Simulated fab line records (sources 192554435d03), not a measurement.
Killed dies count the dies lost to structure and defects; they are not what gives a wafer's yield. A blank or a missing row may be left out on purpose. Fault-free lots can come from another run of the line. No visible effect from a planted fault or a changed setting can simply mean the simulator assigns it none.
fab line records	flow n5Finfet
[record] lots = 9	wafers = 27	lastDay = 19
route steps=1938 shown FIN_CUT@169 STI_FIN_REVEAL@189 DUMMY_GATE@218 BEOL_M4@1111 PASSIVATION@1936
lots that met no fault: from a run of the same line without faults
startH: the number of hours between the record's first day and the start of the first shown wafer of the lot	waitH: time in hours since the lot's previous step	" identical to the entry in the row above	L1.1+2: one row covering several wafers at once	- no value, or no start was given	* or withheld: withheld	< > ~ a bound
route shown NAME@n: a module of which the file shows steps, and the number in the route of the first	usual: the fault-free wafers' mean and standard deviation	same: alike in all rows	chamber/n: place in a boat	sites: per-site readings	_std_site: standard deviation across them	_edge_site: the outer-site mean with the inner-site mean subtracted	radiusMm: for every site, how far away it sits from the centre of the wafer	mask NAME#n: copy n	behind: the tool/chamber that last shaped the wafer	hold: what put the lot on hold/how long, in hours/how the hold closed	device: the transistor (n, p or np) that didn't switch	end of line: at the end of the route, the tests of the same wafers	where a step has no rows: the recipe by itself	killed: not the wafer's yield, but the dies lost to structure and defects at the first sort	map: shows each die of a wafer: x if killed, . if not, _ if none is there
set.NAME: the setting as run; set.NAME@STEP: as run at that earlier step	model.NAME: the simulator's own value behind a step, which no gauge read
a sample of lots followed through the steps of the route, with each step as a table and each wafer as a row
services: when a tool's chamber went out of use (startH, in hours from the record's first day, below 0 if earlier), for how many hours, and the reason
[[steps]]
[step N5_FIN_CUT_ETCH_21]
[recipe] chemistry = N2/H2	target = SOC	targetDepthA = 2190	overetchA = 438	maskMaterial = SiARC	tempC = 40	ionEnergyEv = 100	biasW = 61	timeS = 523.5	pressureMtorr = 30	sourceW = 850	n2FlowSccm = 200	h2FlowSccm = 200
[usual] drypumpMotorCurrentA = 5.52/0.3	oesProductAu = 0.73/0.065	rfVppV = 240.7/1.3	showerheadPlenumPTorr = 2.54/0.09	tempC = 39.97/0.11	throttleValvePct = 17.79/0.27
lot.wafer	tool	chamber	startH	waitH	drypumpMotorCurrentA	oesProductAu	rfHoursCounterH	rfVppV	showerheadPlenumPTorr	tempC	throttleValvePct
L658.3	rieDiel-06	0	56.97	0.0	5.48	0.88	13	241.9	2.60	40.12	17.38
L658.4	"	2	"	"	5.97	0.77	68	241.5	2.69	39.83	17.67
L658.6	"	2	"	"	5.92	0.77	-	243.5	2.69	39.91	17.65
L660.1	rieDiel-06	3	68.90	0.0	5.05	0.68	177	239.0	2.43	39.95	17.85
L660.3	"	0	"	"	5.46	0.87	17	241.3	2.60	39.84	17.38
L660.6	"	3	"	"	5.06	0.69	-	239.1	2.43	39.74	17.84
L661.1	rieDiel-03	1	75.44	0.0	5.24	0.74	106	238.0	2.35	40.04	17.42
L661.2	"	2	"	"	5.26	0.71	139	240.5	2.55	40.03	18.25
L661.6	"	2	"	"	5.30	0.71	-	240.7	2.55	39.93	18.24
L662.1	rieDiel-01	1	83.16	0.0	5.59	0.68	180	240.5	2.64	39.88	17.87
L662.3	"	0	"	"	5.07	0.78	47	241.7	2.58	39.88	17.86
L662.5	"	1	"	"	5.60	0.68	-	240.5	2.64	39.97	17.89
L670.3	rieDiel-06	0	130.13	0.0	5.46	0.82	38	239.8	2.59	40.17	17.42
L670.4	"	1	"	"	5.96	0.84	13	242.5	2.60	39.82	17.55
L670.5	"	1	"	"	5.98	0.84	-	243.4	2.60	39.98	17.54
L671.1	rieDiel-03	3	134.71	0.0	5.70	0.66	210	241.3	2.52	40.00	18.12
L671.3	"	2	"	"	5.33	0.69	156	239.2	2.54	39.98	18.29
L671.5	"	1	"	"	5.21	0.73	-	237.5	2.34	39.87	17.44
L672.3	rieDiel-03	3	140.67	0.0	5.71	0.66	212	240.3	2.52	40.08	18.11
L672.5	"	3	"	"	5.72	0.66	-	239.1	2.52	39.87	18.13
L672.6	"	2	"	"	5.33	0.69	-	240.4	2.54	39.68	18.28
L673.1	rieDiel-03	0	147.79	0.0	5.58	0.68	189	241.1	2.52	39.78	17.56
L673.2	"	2	"	"	5.32	0.69	161	240.5	2.54	39.99	18.28
L673.4	"	1	"	"	5.21	0.73	126	238.2	2.34	40.00	17.45
L676.2	rieDiel-06	2	165.05	0.0	5.97	0.74	101	242.6	2.68	39.96	17.73
L676.4	"	0	"	"	5.47	0.81	49	240.4	2.58	40.13	17.45
L676.6	"	3	"	"	5.08	0.67	-	238.9	2.41	39.86	17.90
[step N5_STI_FIN_REVEAL_DENSIFY_30]
[recipe] tempC = *	timeS = *	ambient = N2	idleTempC = 600	rampUpCPerS = 150	rampDownCPerS = 60	coolToC = 600
[usual] lampPowerPct = 11.52/0.057	lamp_zone_4_pct = 11.528/0.022	wafer_temp_C_max = *
lot.wafer	tool	chamber	startH	waitH	lampPowerPct	lamp_zone_4_pct	wafer_temp_C_max
L658.3	rtpAnneal-02	0	63.99	0.3	11.45	11.532	*
L658.4	"	0	"	"	11.54	11.521	*
L658.6	"	0	"	"	11.63	11.515	*
L660.1	rtpAnneal-02	0	76.24	0.1	11.58	11.499	*
L660.3	"	0	"	"	11.49	11.549	*
L660.6	"	0	"	"	11.50	11.534	*
L661.1	rtpAnneal-01	0	81.96	0.0	11.56	11.517	*
L661.2	"	0	"	"	11.46	11.536	*
L661.6	"	0	"	"	11.45	11.516	*
L662.1	rtpAnneal-02	0	89.43	0.0	11.45	11.499	*
L662.3	"	0	"	"	11.52	11.555	*
L662.5	"	0	"	"	11.57	11.559	*
L670.3	rtpAnneal-01	0	137.23	0.1	11.52	11.523	*
L670.4	"	0	"	"	11.53	11.533	*
L670.5	"	0	"	"	11.50	11.514	*
L671.1	rtpAnneal-02	0	141.42	0.1	11.52	11.552	*
L671.3	"	0	"	"	11.51	11.519	*
L671.5	"	0	"	"	11.65	11.532	*
L672.3	rtpAnneal-02	0	147.00	0.1	11.52	11.523	*
L672.5	"	0	"	"	11.43	11.505	*
L672.6	"	0	"	"	11.51	11.527	*
L673.1	rtpAnneal-02	0	154.62	0.0	11.61	11.560	*
L673.2	"	0	"	"	11.53	11.529	*
L673.4	"	0	"	"	11.49	11.497	*
L676.2	rtpAnneal-01	0	171.36	0.1	11.48	11.507	*
L676.4	"	0	"	"	11.46	11.516	*
L676.6	"	0	"	"	11.49	11.498	*
[step N5_STI_FIN_REVEAL_RECESS_09]
[recipe] chemistry = HF/NH3	target = SiO2	afsCycles = 11	targetDepthA = 425	tempC = 30	sublimationTempC = 180	sublimationTimeS = 60
[usual] drypumpMotorCurrentA = 5.74/0.2	tempC = 29.98/0.094
lot.wafer	tool	chamber	startH	waitH	drypumpMotorCurrentA	tempC
L658.3	vaporEtch-01	1	65.03	0.6	5.54	29.89
L658.4	"	0	"	"	5.87	29.93
L658.6	"	1	"	"	5.53	29.89
L660.1	vaporEtch-02	1	76.71	0.0	5.55	29.82
L660.3	"	1	"	"	5.54	29.94
L660.6	"	1	"	"	5.55	29.81
L661.1	vaporEtch-02	1	82.43	0.0	5.57	29.91
L661.2	"	0	"	"	6.02	29.97
L661.6	"	0	83.49	1.1	6.02	29.89
L662.1	vaporEtch-02	1	89.89	0.0	5.57	29.92
L662.3	"	0	"	"	6.01	29.95
L662.5	"	1	"	"	5.59	29.95
L670.3	vaporEtch-01	1	138.16	0.6	5.52	29.82
L670.4	"	0	"	"	5.82	29.96
L670.5	"	0	"	"	5.83	30.01
L671.1	vaporEtch-01	0	141.97	0.1	5.88	30.02
L671.3	"	0	"	"	5.88	29.98
L671.5	"	1	"	"	5.53	29.91
L672.3	vaporEtch-01	1	148.03	0.6	5.53	30.14
L672.5	"	0	"	"	5.86	29.99
L672.6	"	1	"	"	5.53	29.99
L673.1	vaporEtch-02	0	155.08	0.0	6.02	30.10
L673.2	"	1	"	"	5.61	29.95
L673.4	"	1	"	"	5.59	29.95
L676.2	vaporEtch-02	0	171.79	0.0	6.03	30.07
L676.4	"	0	"	"	6.02	30.19
L676.6	"	0	"	"	6.02	30.13
[step N5_DUMMY_GATE_CMP_04]
[recipe] material = a-Si	postCmpClean = alkalineBrush
[usual] edgeZonePressureFrac = 1.001/0.0049	motorCurrentA = 10.2/0.8	timeToEndpointS = 13.4/2.2
lot.wafer	tool	chamber	startH	waitH	edgeZonePressureFrac	motorCurrentA	timeToEndpointS
L658.3	cmp-01	3	71.52	0.1	0.993	8.7	11.5
L658.4	"	0	"	"	1.004	9.8	11.4
L658.6	"	2	"	"	1.012	9.7	10.0
L660.3	cmp-03	3	83.47	0.0	-	-	-
L660.1	"	2	"	"	-	-	-
L660.6	"	0	"	"	-	-	-
L661.1	cmp-01	1	92.11	0.0	-	-	-
L661.2	"	0	"	"	-	-	-
L661.6	"	2	"	"	-	-	-
L662.3	cmp-03	3	100.59	0.1	-	-	-
L662.1	"	0	"	"	-	-	-
L662.5	"	3	"	"	-	-	-
L670.4	cmp-01	1	145.04	0.0	0.999	11.5	13.5
L670.3	"	2	"	"	0.990	10.1	13.7
L670.5	"	2	"	"	0.998	10.2	13.2
L671.3	cmp-03	1	149.40	0.1	1.007	10.1	12.2
L671.1	"	2	"	"	1.001	10.7	9.9
L671.5	"	1	"	"	1.001	10.5	13.4
L672.3	cmp-01	3	154.38	0.1	1.004	8.6	16.8
L672.5	"	1	"	"	1.004	11.1	13.6
L672.6	"	2	"	"	1.000	9.5	17.1
L673.2	cmp-03	0	162.72	0.0	1.010	11.1	11.6
L673.4	"	1	"	"	1.002	10.6	13.5
L673.1	"	2	"	"	1.001	10.9	10.2
L676.2	cmp-03	2	178.60	0.1	1.003	10.6	15.3
L676.4	"	3	"	"	1.002	10.1	11.2
L676.6	"	2	"	"	1.004	10.2	15.8
[step N5_DUMMY_GATE_THK_MEAS_05]
[usual] thkNm = 71.8/0.88
lot.wafer	tool	chamber	startH	waitH	thkNm
L658.3	filmMetro-01	-	71.70	0.1	70.9
L658.4	"	-	"	"	70.5
L658.6	"	-	"	"	71.0
L660.1	filmMetro-02	-	83.71	0.1	150.0
L660.3	"	-	"	"	150.9
L660.6	"	-	"	"	150.8
L661.1	filmMetro-02	-	92.35	0.2	151.0
L661.2	"	-	"	"	150.6
L661.6	"	-	"	"	149.9
L662.1	filmMetro-02	-	100.80	0.1	150.1
L662.3	"	-	"	"	150.8
L662.5	"	-	"	"	150.3
L670.3	filmMetro-01	-	145.28	0.2	73.6
L670.4	"	-	"	"	72.3
L670.5	"	-	"	"	73.4
L671.1	filmMetro-01	-	149.61	0.1	71.4
L671.3	"	-	"	"	70.6
L671.5	"	-	"	"	70.3
L672.3	filmMetro-01	-	154.56	0.1	71.9
L672.5	"	-	"	"	71.7
L672.6	"	-	"	"	71.1
L673.1	filmMetro-01	-	162.96	0.1	71.2
L673.2	"	-	"	"	70.6
L673.4	"	-	"	"	72.3
L676.2	filmMetro-01	-	178.81	0.2	73.5
L676.4	"	-	"	"	71.3
L676.6	"	-	"	"	71.9
[step N5_DUMMY_GATE_INSPECT_27]
[recipe] inspectInstrument = brightfield	mode = aei
[usual] rawDefectCount = 297/71
lot.wafer	tool	chamber	startH	waitH	rawDefectCount
L658.3	defectInspect-02	-	77.46	0.0	300
L658.4	"	-	"	"	332
L658.6	"	-	"	"	295
L660.1	defectInspect-02	-	89.69	0.0	3086
L660.3	"	-	"	"	2685
L660.6	"	-	"	"	2965
L661.1	defectInspect-01	-	98.18	0.0	3016
L661.2	"	-	"	"	3101
L661.6	"	-	"	"	2775
L662.1	defectInspect-02	-	106.59	0.0	2932
L662.3	"	-	"	"	2714
L662.5	"	-	"	"	3065
L670.3	defectInspect-02	-	150.99	0.0	284
L670.4	"	-	"	"	273
L670.5	"	-	"	"	362
L671.1	defectInspect-01	-	155.18	0.0	256
L671.3	"	-	"	"	181
L671.5	"	-	"	"	233
L672.3	defectInspect-02	-	160.51	0.0	277
L672.5	"	-	"	"	359
L672.6	"	-	"	"	330
L673.1	defectInspect-01	-	168.59	0.0	272
L673.2	"	-	"	"	259
L673.4	"	-	"	"	216
L676.2	defectInspect-01	-	184.83	0.0	332
L676.4	"	-	"	"	279
L676.6	"	-	"	"	371
[step N5_BEOL_M4_RC_MEAS_101]
[usual] DIBL_N = 35.9/1.3	DIBL_P = 35.9/1.5	IOFF_N = 0.152/0.023	IOFF_P = 0.204/0.027	ION_N = 673/9.2	ION_P = 462/6.7	SS_N = 71.4/0.48	SS_P = 73.2/0.55	VT_N = 250.3/2.6	VT_P = -250.6/3
lot.wafer	tool	chamber	startH	waitH	DIBL_N[mV/V]	DIBL_P[mV/V]	IOFF_N[nA/um]	IOFF_P[nA/um]	ION_N[uA/um]	ION_P[uA/um]	SS_N[mV/dec]	SS_P[mV/dec]	VT_N[mV]	VT_P[mV]
L658.3	prober-01	0	208.75	0.3	36.4	35.8	0.154	0.200	679	463	72.0	73.5	249.3	-250.5
L658.4	"	0	"	"	37.3	37.5	0.167	0.220	662	460	71.9	74.8	248.3	-250.0
L658.6	"	0	"	"	35.5	35.5	0.135	0.189	666	463	71.7	72.9	249.8	-253.4
L671.1	prober-02	0	302.23	0.0	34.5	36.0	0.143	0.198	681	470	71.5	73.3	252.2	-248.9
L671.3	"	0	"	"	33.8	35.6	0.137	0.187	665	466	71.2	73.1	253.1	-253.0
L671.5	"	0	"	"	35.7	37.6	0.164	0.223	681	467	71.5	73.5	249.4	-251.9
L670.3	prober-01	0	302.78	0.3	36.5	36.9	0.146	0.178	671	459	70.9	73.0	250.3	-251.8
L670.4	"	0	"	"	36.6	37.0	0.141	0.178	660	451	70.4	72.9	250.9	-254.6
L670.5	"	0	"	"	36.1	36.0	0.139	0.168	674	457	71.4	73.4	249.9	-253.8
L673.1	prober-02	0	305.47	0.0	36.1	36.0	0.162	0.183	675	454	71.9	73.0	250.0	-253.1
L673.2	"	0	"	"	36.2	36.6	0.164	0.187	668	455	72.0	73.8	248.5	-255.2
L673.4	"	0	"	"	35.4	35.8	0.149	0.176	669	452	71.4	73.1	250.2	-256.0
L672.3	prober-01	0	305.57	0.3	36.5	36.4	0.174	0.228	688	471	71.9	72.9	246.3	-248.1
L672.5	"	0	"	"	35.8	35.8	0.162	0.218	681	469	72.0	72.9	248.6	-249.2
L672.6	"	0	"	"	36.4	36.3	0.172	0.228	677	468	71.1	72.5	245.5	-247.2
L676.2	prober-02	0	334.79	0.2	35.3	34.3	0.134	0.219	657	466	71.6	73.2	252.8	-247.0
L676.4	"	0	"	"	35.2	34.4	0.130	0.216	667	471	71.4	72.1	249.9	-247.9
L676.6	"	0	"	"	35.9	35.3	0.146	0.240	678	477	71.1	73.7	251.0	-244.7
[step N5_PASSIVATION_PROBE_49]
[usual] defectLimitedYield = 91.0/1.5	killed_at_M0_to_M3 = 37/12	killed_at_M4_up = 13/5	killedAtContacts = 13/6.1	killedAtFrontEnd = 39/11	killedAtOther = 4/3.2	killedDies = 106/17	killedOnRim = 13/4.2	killedOpen = 69/12	killedShort = 35/7.9	sort_bin_5_function = 5.3/1	sort_bin_6_memory = 3.3/0.68	sortNPass = 1074/17	sortYieldPct = 91.0/1.5
[same] grossDies = 1180	killedAtBackSide = 0	sort_bin_4_leakage[%] = 0	sort_bin_8_speed[%] = 0
lot.wafer	tool	chamber	startH	waitH	defectLimitedYield[%]	killed_at_M0_to_M3	killed_at_M4_up	killedAtContacts	killedAtFrontEnd	killedAtOther	killedDies	killedOnRim	killedOpen	killedShort	sort_bin_5_function[%]	sort_bin_6_memory[%]	sortNPass	sortYieldPct[%]
L661.1	prober-02	-	346.18	0.3	0	50	19	6	1105	0	1180	152	80	40	95.6	4.2	0	0
L661.2	prober-02	-	346.23	0.4	0	54	5	11	1108	2	1180	152	79	26	97.2	2.7	0	0
L661.6	prober-02	-	346.43	0.6	0	39	10	8	1123	0	1180	152	61	25	96.9	2.8	0	0
L660.1	prober-02	-	355.92	0.0	0	56	14	14	1093	3	1180	152	80	48	95.7	3.8	0	0
L660.3	prober-02	-	356.02	0.1	0	51	11	16	1100	2	1180	152	66	34	96.9	2.6	0	0
L660.6	prober-02	-	356.17	0.3	0	24	20	5	1126	5	1180	152	56	27	97.5	2.3	0	0
L662.1	prober-02	-	374.89	0.0	0	39	6	14	1118	3	1180	152	75	34	96.6	3.1	0	0
L662.3	prober-02	-	374.99	0.1	0	43	12	12	1103	10	1180	152	70	52	96.2	3.1	0	0
L662.5	prober-02	-	375.09	0.2	0	46	15	9	1099	11	1180	152	60	46	95.9	3.3	0	0
// killed by level:class
L661.1 DUMMY_GATE:areaCmp=1060 FIN_SAQP:geometricParticle:open=18 FIN_SAQP:geometricParticle:short=17 BEOL_M3:geometricParticle:open=12 BEOL_M2:geometricParticle:open=11 BEOL_M0_SAQP:geometricParticle:short=8 BEOL_M1:geometricParticle:open=8 MOL_CONTACT_COAG:geometricParticle:open=6
L661.2 DUMMY_GATE:areaCmp=1075 BEOL_M1:geometricParticle:open=15 MOL_CONTACT_COAG:geometricParticle:open=10 BEOL_M3:geometricParticle:open=10 BEOL_M1:geometricParticle:short=8 STI_FIN_REVEAL:geometricParticle:open=7 BEOL_M0_SAQP:geometricParticle:open=7 BEOL_M2:geometricParticle:open=7
L661.6 DUMMY_GATE:areaCmp=1093 BEOL_M3:geometricParticle:open=10 STI_FIN_REVEAL:geometricParticle:open=9 DUMMY_GATE:geometricParticle:open=8 BEOL_M2:geometricParticle:open=8 BEOL_M0_SAQP:geometricParticle:open=7 FIN_SAQP:geometricParticle:short=5 MOL_CONTACT_COAG:geometricParticle:open=5
L660.1 DUMMY_GATE:areaCmp=1052 BEOL_M0_SAQP:geometricParticle:short=22 STI_FIN_REVEAL:geometricParticle:open=15 BEOL_M0_SAQP:geometricParticle:open=15 MOL_CONTACT_COAG:geometricParticle:open=10 GATE_CUT:geometricParticle:short=6 DUMMY_GATE:geometricParticle:open=5 BEOL_M3:geometricParticle:open=5
L660.3 DUMMY_GATE:areaCmp=1079 BEOL_M0_SAQP:geometricParticle:short=16 MOL_CONTACT_COAG:geometricParticle:open=15 BEOL_M0_SAQP:geometricParticle:open=15 BEOL_M2:geometricParticle:open=9 STI_FIN_REVEAL:geometricParticle:open=5 GATE_CUT:geometricParticle:short=5 BEOL_M3:geometricParticle:open=4
L660.6 DUMMY_GATE:areaCmp=1096 BEOL_M4:geometricParticle:open=9 GATE_CUT:geometricParticle:short=5 BEOL_M0_SAQP:geometricParticle:open=5 BEOL_M0_SAQP:geometricParticle:short=5 BEOL_M2:geometricParticle:open=5 STI_FIN_REVEAL:geometricParticle:open=4 DUMMY_GATE:geometricParticle:open=4
L662.1 DUMMY_GATE:areaCmp=1070 FIN_SAQP:geometricParticle:open=12 MOL_CONTACT_COAG:geometricParticle:open=12 BEOL_M0_SAQP:geometricParticle:short=10 BEOL_M3:geometricParticle:open=9 STI_FIN_REVEAL:geometricParticle:open=8 BEOL_M2:geometricParticle:open=7 FIN_SAQP:geometricParticle:short=5
L662.3 DUMMY_GATE:areaCmp=1058 BEOL_M0_SAQP:geometricParticle:short=9 BEOL_M3:geometricParticle:open=8 FIN_SAQP:geometricParticle:short=7 BEOL_M0_SAQP:geometricParticle:open=7 BEOL_M1:geometricParticle:open=7 FIN_SAQP:geometricParticle:open=6 MOL_CONTACT_COAG:geometricParticle:short=6
L662.5 DUMMY_GATE:areaCmp=1072 BEOL_M0_SAQP:geometricParticle:short=11 BEOL_M3:geometricParticle:open=10 BEOL_M0_SAQP:geometricParticle:open=8 MOL_CONTACT_COAG:geometricParticle:open=7 BEOL_M4:geometricParticle:open=6 PASS1_DEP:geometricParticle:short=5 BEOL_M2:geometricParticle:short=5
[[services]]
tool	chamber	startH	hours	kind
vaporEtch-01	-	49.77	1.6	repair
cmp-03	-	62.20	0.6	repair
rieDiel-06	1	71.11	-	clean
rieDiel-06	1	71.11	-	consumableReplace:focusRing
rieDiel-06	1	71.11	17.6	scheduledDown
rieDiel-06	1	71.11	17.6	ventCycle
rieDiel-03	3	91.98	1.4	repair
rieDiel-03	-	110.52	4.3	pm
cmp-01	-	122.00	5.7	pm
rieDiel-03	0	122.22	3.0	repair
rieDiel-03	0	125.87	9.6	repair
rieDiel-01	0	135.30	1.6	repair
rieDiel-06	2	146.56	6.0	repair
rieDiel-03	2	152.31	9.3	repair
cmp-03	-	156.16	4.0	pm
cmp-03	-	160.16	-	consumableReplace:conditioner
cmp-03	-	160.16	-	consumableReplace:pad
rieDiel-03	1	174.66	6.3	repair
vaporEtch-02	-	176.33	14.6	pm
[[key]]
[firstSign] step = N5_DUMMY_GATE_CMP_04	reading = toolRecord	direction = missing
[effect] step = N5_DUMMY_GATE_THK_MEAS_05	reading = thkNm	direction = up	sigmas = 89	usual = *	struck = *
[effect] step = N5_DUMMY_GATE_INSPECT_27	reading = rawDefectCount	direction = up	sigmas = 37	usual = 297	struck = 2927
[effect] step = N5_PASSIVATION_PROBE_49	reading = killedAtFrontEnd	direction = up	sigmas = 98	usual = 39	struck = 1108
[moreKillsBornAt] N5_DUMMY_GATE_CMP_04@cmp-03 = 6426	N5_DUMMY_GATE_CMP_04@cmp-01 = 3226
metAt N5_DUMMY_GATE_CMP_04
struckLots L660,L661,L662
laterRowsLeftOut L660.1,L660.3,L660.6,L661.1,L661.2,L661.6,L662.1,L662.3,L662.5
notActingAt N5_FIN_CUT_ETCH_21,N5_STI_FIN_REVEAL_DENSIFY_30,N5_STI_FIN_REVEAL_RECESS_09
onsetBetween 71.52 83.47
[fault] kind = skippedStepWhole	tool = cmp-01,cmp-03	chamber = -	onsetH = 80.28	steps = N5_DUMMY_GATE_CMP_04	scope = struckLotsOnly
// laterRowsLeftOut: the simulator's readings of these wafers behind a module that went badly wrong aren't trusted and aren't shown, but for the sort
